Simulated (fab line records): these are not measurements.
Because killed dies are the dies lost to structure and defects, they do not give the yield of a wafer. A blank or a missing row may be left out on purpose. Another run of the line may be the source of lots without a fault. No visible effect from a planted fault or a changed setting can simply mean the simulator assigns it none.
fab line records | flow n5_finfet | part 1 of 2: steps 1 to 15 of 16
[record] lots = 6 wafers = 18 last_day = 18
route steps=1938 shown FIN_CUT@165 BEOL_M4@1111 PASSIVATION@1936
lots that met no fault: from a run of the same line without faults
start_h: hours from the record's opening day to when the first of the lot's shown wafers began | wait_h: hours from the lot's prior step to this one | " the same as in the row above | L1.1+2: a row that stands for several wafers | - no value, or no start was given | * or withheld: withheld | < > ~ a bound
route shown NAME@n: names a module that has steps shown in the file, with the first one's number in the route | usual: the fault-free wafers' mean and standard deviation | same: alike in all rows | chamber/n: place in a boat | sites: the reading at each site | _std_site: how widely they spread, as a standard deviation | _edge_site: mean of outer sites minus mean of inner sites | radius_mm: for every site, how far away it sits from the centre of the wafer | mask NAME#n: copy n | behind: the most recent tool/chamber to have shaped the wafer | hold: what put the lot on hold/how long, in hours/how the hold closed | device: transistor that didn't switch, given as n, p or np | end of line: the route-end tests of the same wafers | a step given without rows: its recipe and nothing more | killed: the dies lost at the first sort to structure and to defects; this is not the yield of the wafer | map: the dies of a wafer, with x for killed, . for not killed, _ for no die there
set.NAME: the setting the step ran with; set.NAME@STEP: the setting that earlier step ran with | model.NAME: the simulator's own value behind a step, which no gauge read
certain route steps with their lots: each step a table, each wafer a row
services: when a tool's chamber went out of use (start_h, in hours from the record's first day, below 0 if earlier), for how many hours, and the reason
[[steps]]
[step N5_FIN_CUT_INSPECT_10]
[recipe] mode = adi inspect_instrument = brightfield
[usual] raw_defect_count = 41/12
// columns lot.wafer tool chamber start_h wait_h raw_defect_count
L962.3 defect_inspect-01 - 50.32 0.0 34
L962.5 " - " " 25
L962.6 " - " " 32
L963.2 defect_inspect-02 - 59.59 0.0 42
L963.5 " - " " 29
L963.6 " - " " 41
L965.1 defect_inspect-01 - 70.62 0.1 31
L965.4 " - " " 36
L965.5 " - " " 31
L972.3 defect_inspect-01 - 111.30 0.0 43
L972.4 " - " " 37
L972.6 " - " " 53
L978.1 defect_inspect-01 - 148.29 0.1 45
L978.2 " - " " 40
L978.5 " - " " 25
L981.1 defect_inspect-02 - 166.18 0.1 61
L981.2 " - " " 45
L981.5 " - " " 49
[step N5_FIN_CUT_DESCUM_13]
[recipe] chemistry = O2 time_s = 7 source_power_w = 50 bias_power_w = 20 pressure_mtorr = 20 rf_frequency_hz = 2.712e+07 temp_c = 40 resist = CAR-EUV o2_flow_sccm = 225
[usual] drypump_motor_current_A = 5.7/0.52 oes_product_au = 0.77/0.072 rf_vpp_V = 243.3/1.5 showerhead_plenum_p_Torr = 2.10/0.073 throttle_valve_pct = 20.31/0.29
// columns lot.wafer tool chamber start_h wait_h drypump_motor_current_A oes_product_au rf_hours_counter_h rf_vpp_V showerhead_plenum_p_Torr throttle_valve_pct
L962.3 rie_diel-06 2 50.36 0.0 6.2 0.67 247 241.4 2.03 20.71
L962.5 " 0 " " 5.9 0.76 - 243.8 2.20 20.73
L962.6 " 3 " " 5.2 0.75 - 242.0 2.03 20.45
L963.2 rie_diel-02 2 59.75 0.2 6.3 0.78 146 241.2 2.04 20.57
L963.5 " 2 " " 6.4 0.78 - 242.5 2.04 20.58
L963.6 " 3 " " 6.5 0.74 - 242.5 2.05 20.12
L965.1 rie_diel-06 0 70.65 0.0 5.9 0.75 161 244.0 2.20 20.75
L965.4 " 0 " " 5.9 0.74 - 244.6 2.20 20.73
L965.5 " 1 " " 5.4 0.91 - 243.5 2.12 19.74
L972.3 rie_diel-04 2 111.37 0.1 4.9 0.75 185 245.0 2.18 20.36
L972.4 " 0 " " 5.3 0.77 130 245.4 2.17 20.31
L972.6 " 2 " " 4.9 0.74 - 245.4 2.18 20.35
L978.1 rie_diel-06 0 148.32 0.0 5.9 0.73 186 245.2 2.19 20.78
L978.2 " 3 " " 5.2 0.73 162 243.1 2.01 20.50
L978.5 " 2 " " 6.2 0.90 - 242.1 2.03 20.30
L981.1 rie_diel-04 2 166.22 0.0 4.9 0.73 195 245.6 2.17 20.38
L981.2 " 0 " " 5.3 0.76 149 245.9 2.16 20.31
L981.5 " 3 " " 5.9 0.68 - 243.8 1.98 20.45
[step N5_FIN_CUT_ETCH_30]
[recipe] chemistry = N2/H2 target = underlayer target_depth_a = 130 mask_material = CAR-EUV time_s = 10.4 ion_energy_ev = 200 pressure_mtorr = 30 source_w = 840 bias_w = 150 n2_flow_sccm = 200 h2_flow_sccm = 200 ends = cleared
[step N5_FIN_CUT_ETCH_20]
[recipe] chemistry = CF4 target = SiARC target_depth_a = 260 mask_material = CAR-EUV time_s = 43.3 ion_energy_ev = 80 pressure_mtorr = 40 source_w = 545 bias_w = 36 Ar_flow_sccm = 100 cf4_flow_sccm = 100 ends = cleared
[usual] bias_w = 36.00/0.098 cf4_flow_sccm = 100.04/0.3 drypump_motor_current_A = 5.7/0.52 etch_rf_on_time_s = 43.3/1.5 oes_product_au = 0.65/0.061 rf_vpp_V = 184.2/1.2 showerhead_plenum_p_Torr = 2.15/0.073 throttle_valve_pct = 15.56/0.21
// columns lot.wafer tool chamber start_h wait_h bias_w cf4_flow_sccm drypump_motor_current_A etch_rf_on_time_s oes_product_au rf_hours_counter_h rf_vpp_V showerhead_plenum_p_Torr throttle_valve_pct
L962.3 rie_diel-06 2 50.41 0.0 36.06 100.18 6.2 44.3 0.58 247 183.8 2.11 16.11
L962.5 " 0 " " 36.06 99.89 5.9 44.6 0.63 - 185.5 2.22 15.75
L962.6 " 3 " " 35.99 100.09 5.2 42.4 0.66 - 184.0 2.05 15.43
L963.2 rie_diel-02 2 59.81 0.0 35.92 100.03 6.3 42.1 0.66 146 182.9 2.06 15.51
L963.5 " 2 " " 35.94 100.62 6.3 42.1 0.66 - 183.8 2.06 15.50
L963.6 " 3 " " 35.88 99.67 6.5 46.6 0.62 - 185.0 2.15 15.62
L965.1 rie_diel-06 0 70.71 0.0 35.98 99.68 5.9 43.5 0.64 161 185.3 2.22 15.76
L965.4 " 0 " " 35.87 99.82 5.9 43.9 0.64 - 185.9 2.22 15.76
L965.5 " 1 " " 36.07 99.52 5.4 42.9 0.76 - 184.0 2.18 15.12
L972.3 rie_diel-04 2 111.42 0.0 36.21 100.07 4.9 42.2 0.64 185 183.2 2.22 15.63
L972.4 " 0 " " 35.77 100.25 5.3 44.1 0.65 130 184.9 2.22 15.59
L972.6 " 2 " " 35.97 99.58 4.9 42.0 0.64 - 184.9 2.22 15.65
L978.1 rie_diel-06 0 148.38 0.0 36.03 99.53 5.9 43.6 0.62 186 186.2 2.21 15.80
L978.2 " 3 " " 35.87 99.75 5.2 42.1 0.63 162 183.1 2.04 15.49
L978.5 " 2 " " 35.98 100.03 6.2 42.1 0.79 - 182.4 2.10 15.61
L981.1 rie_diel-04 2 166.27 0.0 36.05 100.60 4.9 42.3 0.64 195 184.4 2.21 15.66
L981.2 " 0 " " 35.89 100.20 5.3 44.4 0.63 149 185.5 2.22 15.61
L981.5 " 3 " " 36.00 100.62 5.9 46.7 0.57 - 181.9 2.04 15.81
[step N5_FIN_CUT_ETCH_21]
[recipe] chemistry = N2/H2 target = SOC target_depth_a = 2190 overetch_a = 438 mask_material = SiARC temp_c = 40 ion_energy_ev = 100 bias_w = 61 time_s = 523.5 pressure_mtorr = 30 source_w = 850 n2_flow_sccm = 200 h2_flow_sccm = 200
[step N5_FIN_CUT_STRIP_23]
[recipe] chemistry = N2/H2 temp_c = 40 n2_flow_sccm = 200 h2_flow_sccm = 200 rf_frequency_hz = 6e+07
[step N5_FIN_CUT_STRIP_31]
[recipe] chemistry = N2/H2 temp_c = 40 n2_flow_sccm = 200 h2_flow_sccm = 200 rf_frequency_hz = 6e+07
[step N5_FIN_CUT_STRIP_24]
[recipe] chemistry = CF4 resist = SiARC power_w = 300 bias_power_w = 75 pressure_mtorr = 50 cf4_flow_sccm = 150 rf_frequency_hz = 6e+07
[usual] drypump_motor_current_A = 5.7/0.52 oes_product_au = 0.76/0.064 rf_vpp_V = 271.3/1.4 showerhead_plenum_p_Torr = 1.80/0.064 throttle_valve_pct = 13.56/0.23
// columns lot.wafer tool chamber start_h wait_h drypump_motor_current_A oes_product_au rf_hours_counter_h rf_vpp_V showerhead_plenum_p_Torr throttle_valve_pct
L962.3 rie_diel-06 1 50.77 0.0 5.4 0.88 17 273.4 1.82 13.07
L962.5 " 1 " " 5.4 0.89 - 272.2 1.82 13.09
L962.6 " 3 " " 5.2 0.75 - 271.2 1.73 13.44
L963.2 rie_diel-02 2 60.17 0.0 6.3 0.75 146 270.2 1.72 13.47
L963.5 " 2 " " 6.3 0.75 - 269.3 1.72 13.48
L963.6 " 3 " " 6.5 0.74 - 271.5 1.79 13.58
L965.1 rie_diel-06 0 71.07 0.0 5.9 0.74 161 272.6 1.86 13.76
L965.4 " 0 " " 5.9 0.74 - 272.9 1.86 13.76
L965.5 " 1 " " 5.4 0.88 - 270.6 1.82 13.08
L972.3 rie_diel-04 2 111.79 0.0 4.9 0.74 185 271.9 1.88 13.72
L972.4 " 0 " " 5.3 0.77 130 271.8 1.85 13.56
L972.6 " 2 " " 4.9 0.74 - 271.6 1.88 13.73
L978.1 rie_diel-06 0 148.74 0.0 5.9 0.72 186 272.3 1.85 13.83
L978.2 " 3 " " 5.2 0.73 162 269.7 1.72 13.51
L978.5 " 2 " " 6.2 0.89 - 270.6 1.75 13.51
L981.1 rie_diel-04 2 166.64 0.0 4.9 0.73 195 270.8 1.88 13.74
L981.2 " 0 " " 5.3 0.75 149 272.4 1.85 13.57
L981.5 " 3 " " 5.9 0.69 - 269.6 1.73 13.86
[step N5_FIN_CUT_CUT_ETCH_26]
[recipe] chemistry = CH3F/O2 target = SiNx target_depth_a = 390 mask_material = SOC time_s = 55.7 pressure_mtorr = 30 source_w = 395 bias_w = 73 Ar_flow_sccm = 150 CH3F_flow_sccm = 30 O2_flow_sccm = 20 ion_energy_ev = 120
[step N5_FIN_CUT_CUT_ETCH_27]
[recipe] chemistry = CHF3/O2 target = SiO2 target_depth_a = 40 mask_material = SOC overetch_a = 20 time_s = 4.9 pressure_mtorr = 30 source_w = 650 bias_w = 170 Ar_flow_sccm = 200 CHF3_flow_sccm = 50 O2_flow_sccm = 5 ion_energy_ev = 200
[step N5_FIN_CUT_PRECLEAN_35]
[recipe] time_s = 13.3 temp_c = 45 pressure_torr = 125 p_hf_torr = 3 p_coreactant_torr = 25 chemistry = vHF
[step N5_FIN_CUT_CUT_ETCH_15]
[recipe] chemistry = HBr/Cl2/O2 target = Si target_depth_a = 1000 bt_time_s = 10 mask_material = SOC time_s = 42.4 ion_energy_ev = * bias_w = * pressure_mtorr = 10 icp_w = 800 HBr_flow_sccm = 150 Cl2_flow_sccm = 80 O2_flow_sccm = 12
[usual] HBr_flow_sccm = 150.0/0.41 O2_flow_sccm = 12.00/0.039 drypump_motor_current_A = 5.7/0.4 oes_o_777_au = 1.02/0.081 oes_product_au = 0.997/0.018 throttle_valve_pct = 37.4/0.45
// columns lot.wafer tool chamber start_h wait_h HBr_flow_sccm O2_flow_sccm drypump_motor_current_A oes_o_777_au oes_product_au rf_hours_counter_h throttle_valve_pct
L962.3 rie_si-02 0 50.99 0.0 149.6 12.01 5.8 1.02 1.026 88 37.3
L962.5 " 0 " " 149.7 11.99 5.8 1.02 1.029 - 37.3
L962.6 " 2 " " 149.5 12.05 5.6 1.20 1.007 - 37.2
L963.2 rie_si-06 3 60.38 0.1 149.8 11.97 5.9 1.04 0.999 20 36.9
L963.5 " 0 " " 149.9 12.01 5.2 1.04 0.999 - 37.2
L963.6 " 3 " " 150.4 12.00 5.9 1.05 1.002 - 36.9
L965.1 rie_si-01 1 71.28 0.1 150.1 12.05 6.6 0.99 0.999 137 37.7
L965.4 " 0 " " 149.5 12.03 5.2 0.87 0.979 96 36.8
L965.5 " 0 " " 150.3 11.99 5.2 0.86 0.975 - 36.8
L972.3 rie_si-01 2 112.01 0.0 149.4 11.99 5.1 0.94 1.025 75 37.0
L972.4 " 3 " " 149.5 12.06 5.2 0.93 0.995 132 37.3
L972.6 " 3 " " 149.9 12.07 5.2 0.93 0.995 - 37.2
L978.1 rie_si-01 3 148.95 0.1 149.6 12.03 5.2 0.93 0.986 132 37.3
L978.2 " 1 " " 149.9 12.07 6.7 1.00 1.001 138 37.6
L978.5 " 0 " " 149.7 11.96 5.2 0.87 0.984 - 36.8
L981.1 rie_si-02 2 167.13 0.1 149.7 11.99 5.6 1.20 1.005 142 37.2
L981.2 " 0 " " 149.5 12.00 5.8 1.02 1.029 90 37.3
L981.5 " 3 " " 150.6 12.00 6.2 1.01 0.985 - 37.6
[step N5_FIN_CUT_CUT_ETCH_28]
[recipe] chemistry = HBr/Cl2/O2 target = Si target_depth_a = 60 mask_material = SOC time_s = 2.4 ion_energy_ev = * bias_w = * pressure_mtorr = 10 icp_w = 800 HBr_flow_sccm = 150 Cl2_flow_sccm = 80 O2_flow_sccm = 12
[usual] HBr_flow_sccm = 150.0/0.49 O2_flow_sccm = 12.00/0.039 drypump_motor_current_A = 5.7/0.4 oes_o_777_au = 1.02/0.082 oes_product_au = 0.997/0.017 throttle_valve_pct = 37.4/0.45
// columns lot.wafer tool chamber start_h wait_h HBr_flow_sccm O2_flow_sccm drypump_motor_current_A oes_o_777_au oes_product_au rf_hours_counter_h throttle_valve_pct
L962.3 rie_si-02 0 51.04 0.0 - - - - - - -
L962.5 " 0 " " - - - - - - -
L962.6 " 2 " " - - - - - - -
L963.2 rie_si-06 3 60.44 0.0 - - - - - - -
L963.5 " 0 " " - - - - - - -
L963.6 " 3 " " - - - - - - -
L965.1 rie_si-01 1 71.34 0.0 150.2 12.06 6.7 0.99 1.009 137 37.7
L965.4 " 0 " " 149.8 11.94 5.2 0.87 0.983 96 36.8
L965.5 " 0 " " 149.3 11.97 5.2 0.86 0.988 - 36.8
L972.3 rie_si-01 2 112.06 0.0 150.3 11.96 5.1 0.94 1.015 75 37.0
L972.4 " 3 " " 150.4 11.99 5.2 0.93 0.989 132 37.2
L972.6 " 3 " " 150.5 11.96 5.3 0.93 0.978 - 37.2
L978.1 rie_si-01 3 149.01 0.0 149.8 11.92 5.2 0.93 0.990 132 37.3
L978.2 " 1 " " 150.8 11.98 6.6 0.99 1.002 138 37.7
L978.5 " 0 " " 150.7 11.92 5.2 0.86 0.985 - 36.8
L981.1 rie_si-02 2 167.18 0.0 150.4 12.08 5.6 1.18 1.005 142 37.2
L981.2 " 0 " " 150.0 11.96 5.8 1.02 1.025 90 37.3
L981.5 " 3 " " 149.3 12.01 6.2 1.01 0.973 - 37.6
[step N5_FIN_CUT_STRIP_22]
[recipe] chemistry = N2/H2 power_w = 500 temp_c = 40 pressure_mtorr = 50 rf_frequency_hz = 6e+07 overash_fraction = 0.3 bias_power_w = 8 h2_frac = 0.5 n2_flow_sccm = 300 h2_flow_sccm = 300
[usual] drypump_motor_current_A = 5.8/0.56 oes_product_au = 0.76/0.072 rf_vpp_V = 54.2/2.3 showerhead_plenum_p_Torr = 3.39/0.12 throttle_valve_pct = 18.8/0.38
// columns lot.wafer tool chamber start_h wait_h drypump_motor_current_A oes_product_au rf_hours_counter_h rf_vpp_V showerhead_plenum_p_Torr throttle_valve_pct
L962.3 rie_diel-06 3 51.11 0.0 5.2 0.76 129 54.6 3.25 19.7
L962.5 " 3 " " 5.2 0.75 - 55.1 3.25 19.6
L962.6 " 2 " " 6.2 0.67 - 53.6 3.29 19.3
L963.2 rie_diel-02 3 60.51 0.1 6.5 0.76 152 53.7 3.38 18.8
L963.5 " 1 " " 5.1 0.73 - 55.8 3.47 18.6
L963.6 " 2 " " 6.3 0.77 - 57.5 3.24 19.0
L965.1 rie_diel-06 0 71.40 0.0 5.9 0.77 161 56.9 3.51 19.0
L965.4 " 0 " " 5.9 0.75 - 52.7 3.51 19.0
L965.5 " 3 " " 5.2 0.76 - 56.1 3.25 19.7
L972.3 rie_diel-02 0 112.13 0.0 6.5 0.66 244 54.4 3.43 18.4
L972.4 " 1 " " 5.1 0.70 206 54.4 3.46 18.6
L972.6 " 0 " " 6.5 0.68 - 57.1 3.43 18.4
L978.1 rie_diel-02 3 149.07 0.0 6.5 0.71 181 56.2 3.36 18.9
L978.2 " 1 " " 5.1 0.69 216 52.6 3.45 18.6
L978.5 " 2 " " 6.3 0.74 - 47.6 3.22 19.0
L981.1 rie_diel-06 3 167.32 0.1 5.2 0.72 168 54.0 3.23 19.7
L981.2 " 2 " " 6.2 0.89 30 48.7 3.28 18.8
L981.5 " 0 " " 5.9 0.72 - 50.6 3.50 19.0
[step N5_BEOL_M4_RC_MEAS_101]
[usual] DIBL_N = 37.0/2.3 DIBL_P = 37.3/2.8 IOFF_N = 0.17/0.046 IOFF_P = 0.23/0.054 ION_N = 675/14 ION_P = 460/9.3 SS_N = 71.7/0.73 SS_P = 73.6/0.95 VT_N = 249/3.9 VT_P = -250/3.9
// columns lot.wafer tool chamber start_h wait_h DIBL_N[mV/V] DIBL_P[mV/V] IOFF_N[nA/um] IOFF_P[nA/um] ION_N[uA/um] ION_P[uA/um] SS_N[mV/dec] SS_P[mV/dec] VT_N[mV] VT_P[mV]
L965.1 prober-01 0 209.26 0.0 34.9 35.9 0.13 0.15 669 448 71.1 73.2 255 -260
L965.4 " 0 " " 34.7 36.1 0.13 0.16 667 455 71.3 73.0 252 -257
L965.5 " 0 " " 39.3 40.4 0.22 0.21 689 456 72.4 74.9 247 -253
L972.3 prober-01 0 281.14 0.3 38.5 37.5 0.20 0.25 667 458 72.4 74.2 248 -251
L972.4 " 0 " " 36.1 36.0 0.15 0.22 680 468 71.8 72.6 248 -246
L972.6 " 0 " " 39.4 38.4 0.20 0.25 664 449 73.3 74.2 250 -249
L978.1 prober-01 0 301.78 0.0 34.9 34.2 0.13 0.16 656 450 71.0 71.9 256 -255
L978.2 " 0 " " 36.4 37.6 0.16 0.20 681 464 71.2 73.6 252 -253
L978.5 " 0 " " 33.0 33.7 0.11 0.16 664 457 70.9 72.2 255 -254
L981.1 prober-01 0 317.82 0.0 38.0 41.1 0.18 0.23 674 454 72.3 74.7 250 -254
L981.2 " 0 " " 38.0 40.4 0.19 0.21 681 459 72.0 73.8 250 -251
L981.5 " 0 " " 37.7 39.3 0.19 0.20 666 449 72.0 74.9 249 -256
[[key]]
[first_sign] step = N5_FIN_CUT_CUT_ETCH_28 reading = tool_record direction = missing
[effect] step = N5_PASSIVATION_PROBE_49 reading = killed_at_front_end direction = up sigmas = 99+ usual = 37 struck = 1123
[more_kills_born_at] N5_FIN_CUT_CUT_ETCH_28@rie_si-06 = 3268 N5_FIN_CUT_CUT_ETCH_28@rie_si-02 = 3256
met_at N5_FIN_CUT_CUT_ETCH_28
struck_wafers L962.3,L962.5,L962.6,L963.2,L963.5,L963.6
later_rows_left_out L962.3,L962.5,L962.6,L963.2,L963.5,L963.6
[fault] kind = skipped_step_whole tool = rie_si-02,rie_si-06 chamber = - onset_h = 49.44 steps = N5_FIN_CUT_CUT_ETCH_28 scope = struck_lots_only
// later_rows_left_out: the simulator's readings of these wafers behind a module that went badly wrong aren't trusted and aren't shown, but for the sort
